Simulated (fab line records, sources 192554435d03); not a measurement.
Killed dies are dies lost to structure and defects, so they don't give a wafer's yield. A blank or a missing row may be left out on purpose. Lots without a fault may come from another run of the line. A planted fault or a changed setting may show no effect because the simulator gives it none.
A struck lot beside a sound one | flow n5_finfet | 25 steps out of a route of 1938
Sound: wafers L977.2, L977.3, L977.6. Struck: wafers L976.3, L976.4, L976.5. The cause comes at the end.
At each step with rows: each side's tool, then ch and its chambers, then its first start. Under that, the readings that differ: sound wafers | struck wafers | difference of the means | sigmas: that difference in standard deviations of wafers without a fault.
alike: readings whose means differ by less than 2 such deviations, and words and numbers that are the same on both sides. not compared: withheld readings, readings that some wafer has no value for, bounds like >300 that may hide the same value, and numbers for which the record gives no deviation and whose values overlap.
The two part at a step that has a row with sigmas, a row that says differs or no value, or rows on one side only. Numbers that don't overlap but have no deviation are shown without sigmas and don't part them. A reading that every wafer of one side lacks parts them only if that side has two wafers or more.

first, 10 steps without rows for these wafers: N5_SD_EPI_N_EPI_21 (deposits Si:P, time 690 s); N5_SD_EPI_N_PRECLEAN_24 (cleans in O3/DIW, time 60 s); N5_SD_EPI_N_SRD_25 (time 30 s); N5_SD_EPI_N_PRECLEAN_49 (cleans in NF3:NH3, afs cycles 1, time 20 s, sublimation time 60 s); N5_SD_EPI_N_LINER_46 (material SiNx, target thk 3 nm); N5_SD_EPI_P_COAT_34 (time 60 s, resist thk 350 nm); N5_SD_EPI_P_COAT_35 (time 60 s, resist thk 35 nm); N5_SD_EPI_P_COAT_03 (resist thk 150 nm); N5_SD_EPI_P_EBR_05; N5_SD_EPI_P_SOFTBAKE_04 (time 60 s).
N5_SD_EPI_P_EXPOSE_06: exposes mask SD P BLK, target cd 240 nm.
  sound on arfi_scanner-01 ch 0, day 8 12:01; struck on arfi_scanner-03 ch 0, day 8 05:21
  reading              | sound             | struck            | difference | sigmas
  exposure_dose_mJ_cm2 | 39.52 39.48 39.49 | 41.12 41.13 41.16 | +1.64      | +42
  alike: mask
then, 2 steps without rows for these wafers: N5_SD_EPI_P_PEB_07 (peb time 60 s); N5_SD_EPI_P_DEVELOP_08 (develop time 30 s).
N5_SD_EPI_P_CD_MEAS_09: target cd 240 nm.
  sound on cd_sem-01 ch 0, day 8 12:08; struck on cd_sem-02 ch 0, day 8 05:28
  reading    | sound             | struck            | difference | sigmas
  cd_nm (nm) | 238.8 239.1 238.3 | 240.8 241.0 241.3 | +2.3       | +3
N5_SD_EPI_P_DESCUM_14: chemistry O2, time 7.9 s.
  sound on rie_diel-03 ch 0,1,2, day 8 12:20; struck on rie_diel-04 ch 2,3, day 8 05:33
  reading                   | sound             | struck            | difference | sigmas
  model.SD_EPI_P.cd_nm (nm) | 238.8 238.6 238.6 | 241.2 240.8 241.2 | +2.4       |
  alike: drypump_motor_current_A, oes_product_au, rf_vpp_V, showerhead_plenum_p_Torr, throttle_valve_pct
  not compared: rf_hours_counter_h
then, 7 steps without rows for these wafers: N5_SD_EPI_P_ETCH_36 (etches SiARC in CF4, target depth 45.5 nm, time 75.8 s); N5_SD_EPI_P_ETCH_37 (etches SOC in N2/H2, overetch 108 nm, time 486 s); N5_SD_EPI_P_STRIP_38 (strips in N2/H2); N5_SD_EPI_P_ETCHBACK_46 (etches SiNx in CH3F/O2, stops on SiO2, target depth 17.5 nm); N5_SD_EPI_P_ETCH_47 (etches SiOCN in CH3F/O2, target depth 25 nm); N5_SD_EPI_P_ETCH_16 (etches SiO2 in CHF3/O2, target depth 5 nm); N5_SD_EPI_P_STRIP_50 (strips in CHF3/O2).
N5_SD_EPI_P_SD_RECESS_17: chemistry HBr/Cl2/O2, target depth 39.1 nm, bt time 3 s.
  sound on rie_si-01 ch 0,1,2, day 8 13:01; struck on rie_si-01 ch 1,2,3, day 8 06:14
  reading                   | sound             | struck            | difference | sigmas
  model.SD_EPI_P.cd_nm (nm) | 239.8 239.6 239.4 | 240.6 242.8 240.2 | +1.6       |
  alike: bias_w, drypump_motor_current_A, oes_product_au, throttle_valve_pct
  not compared: rf_hours_counter_h
then, 1 step without rows for these wafers: N5_SD_EPI_P_WET_ETCH_45 (etches SiO2 in dHF, time 10.7 s, target depth 2 nm, rinse time 30 s).
-- the record jumps here: 4 days lie between the struck wafers' starts before and after (it left off in module SD_EPI_P and takes up again in module BEOL_M4, whose first step shown is number 1111 of the route) --
N5_BEOL_M4_RC_MEAS_101:
  sound on prober-02 ch 0, day 13 12:47; struck on prober-01 ch 0, day 12 17:37
  reading       | sound          | struck         | difference | sigmas
  ION_P (uA/um) | 460 453 456    | 475 467 477    | +17        | +2
  VT_P (mV)     | -253 -253 -254 | -242 -245 -246 | +9         | +2
  alike: DIBL_N, DIBL_P, IOFF_N, IOFF_P, ION_N, SS_N, SS_P, VT_N

WHERE THEY PART
First at N5_SD_EPI_P_EXPOSE_06; last, within this record, at N5_BEOL_M4_RC_MEAS_101.

WHY: what the simulator had put in
Process parameter drift: arfi_scanner-03, from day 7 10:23 on, at N5_SD_EPI_P_EXPOSE_06. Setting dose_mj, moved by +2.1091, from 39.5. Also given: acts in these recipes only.
